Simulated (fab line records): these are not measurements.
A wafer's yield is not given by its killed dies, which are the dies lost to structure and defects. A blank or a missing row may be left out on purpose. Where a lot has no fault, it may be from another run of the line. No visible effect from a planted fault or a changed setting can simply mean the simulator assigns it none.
Split-lot trial | flow n5 finfet | 39 wafers read across 7 lots, on a route 1938 steps long

== THE SPLIT ITSELF ==
At N5_DUMMY_GATE_ETCH_31 (etches SiO2 in C4F6/O2, target depth 82.5 nm, time 27.5 s), the setting target depth a was moved away from the recipe's 825 angstrom on 15 of the 39 wafers read, by -10.2% to +11.1%. For the rest of the wafers, this setting stayed at what the recipe calls for.

The split's own step is where the reading is taken.

== THE READING ==
etch.depth nm (the simulator's own value, which no gauge read), in nm, at N5_DUMMY_GATE_ETCH_31 (etches SiO2 in C4F6/O2, target depth 82.5 nm, time 27.5 s). The file does not state a usual value for it. Across the 24 wafers here that went through the recipe, the average is 81.88 nm and the standard deviation 1.4 nm.

wafer  | tool, chamber at the split | target depth a as run, angstrom | against the recipe | etch.depth nm, nm | against lot-mates on the recipe
L079.1 | rie diel-03, 3             | 878.4                           | +6.5%              | 87.79             | +5.94
L079.2 | rie diel-03, 1             | 825                             | recipe             | 82.04             | -
L079.3 | rie diel-03, 0             | 878.4                           | +6.5%              | 85.1              | +3.25
L079.4 | rie diel-03, 2             | 825                             | recipe             | 81.12             | -
L079.5 | rie diel-03, 0             | 878.4                           | +6.5%              | 84.79             | +2.94
L079.6 | rie diel-03, 3             | 825                             | recipe             | 82.38             | -
L085.1 | rie diel-05, 2             | 885.8                           | +7.4%              | 90.46             | +7.40
L085.2 | rie diel-05, 1             | 825                             | recipe             | 84.36             | -
L085.3 | rie diel-05, 0             | 825                             | recipe             | 81.16             | -
L085.4 | rie diel-05, 3             | 825                             | recipe             | 83.67             | -
L085.5 | rie diel-05, 1             | 885.8                           | +7.4%              | 90.63             | +7.57
L085.6 | rie diel-05, 2             | 885.8                           | +7.4%              | 90.11             | +7.05
L086.1 | rie diel-03, 0             | 825                             | recipe             | 79.75             | -
L086.2 | rie diel-03, 2             | 825                             | recipe             | 79.82             | -
L086.3 | rie diel-03, 1             | 825                             | recipe             | 82.32             | -
L086.4 | rie diel-03, 3             | 825                             | recipe             | 82.17             | -
L086.5 | rie diel-03, 2             | 825                             | recipe             | 79.57             | -
L086.6 | rie diel-03, 3             | 825                             | recipe             | 82.7              | -
L088.1 | rie diel-06, 0             | 916.4                           | +11.1%             | 91.72             | +10.85
L088.2 | rie diel-06, 3             | 825                             | recipe             | 80.52             | -
L088.3 | rie diel-06, 1             | 916.4                           | +11.1%             | 88.96             | +8.09
L088.4 | rie diel-06, 3             | 825                             | recipe             | 80.76             | -
L088.5 | rie diel-06, 1             | 825                             | recipe             | 81.32             | -
L088.6 | rie diel-06, 0             | 916.4                           | +11.1%             | 92.26             | +11.39
L093.1 | rie diel-06, 1             | 825                             | recipe             | 81.61             | -
L093.5 | rie diel-06, 0             | 825                             | recipe             | 84.44             | -
L093.6 | rie diel-06, 3             | 825                             | recipe             | 81.65             | -
L095.1 | rie diel-05, 3             | 740.7                           | -10.2%             | 75.11             | -7.94
L095.2 | rie diel-05, 1             | 825                             | recipe             | 84.41             | -
L095.3 | rie diel-05, 0             | 825                             | recipe             | 81.06             | -
L095.4 | rie diel-05, 2             | 740.7                           | -10.2%             | 75.69             | -7.36
L095.5 | rie diel-05, 1             | 740.7                           | -10.2%             | 75.73             | -7.32
L095.6 | rie diel-05, 2             | 825                             | recipe             | 83.67             | -
L097.1 | rie diel-03, 3             | 825                             | recipe             | 82.25             | -
L097.2 | rie diel-03, 2             | 825                             | recipe             | 80.19             | -
L097.3 | rie diel-03, 1             | 790                             | -4.2%              | 78.33             | -3.20
L097.4 | rie diel-03, 0             | 790                             | -4.2%              | 76.05             | -5.48
L097.5 | rie diel-03, 0             | 790                             | -4.2%              | 76.58             | -4.95
L097.6 | rie diel-03, 3             | 825                             | recipe             | 82.14             | -

THE FIT
A straight line over all 39 wafers: etch.depth nm changes by +0.802 nm for each +1% of target depth a; r = +0.93; the points scatter about the line by 1.7 nm.
The same after taking each lot's own level away (the mean of its wafers on the recipe; 39 wafers): +0.844 nm for each +1%; r = +0.96; scatter 1.3 nm.
On that fit, the largest move of target depth a shifts the reading by 9.4 nm.
From 80.867 to 83.063 nm: that is the span of the lots' own levels, equal to 1.5 times the standard deviation above.
Hence the lot-to-lot level has little effect on the slope; both slopes agree.
Check: for one of the wafers moved furthest among these (+11.1%), held out of the fit, the line's prediction against its lot-mates is +9.18 nm. It came out at +10.9 nm against them.

== OTHER SPLITS APPLIED TO THESE WAFERS ==
Other splits were also applied to these wafers ahead of the reading. Each is held against what the fit with the lots' levels taken away leaves over:
other split on the same wafers | wafers away from the commonest value | r with etch.depth nm (lot level and that fit taken away)
N5_WELL_APT_EPI_41 time s      | 9                                    | +0.18
N5_FIN_SAQP_ETCH_65 time s     | 15                                   | +0.30

== THE FILE'S OWN FIT ==
etch.depth nm changes by +0.845 nm for each +1% of target depth a, r = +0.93.
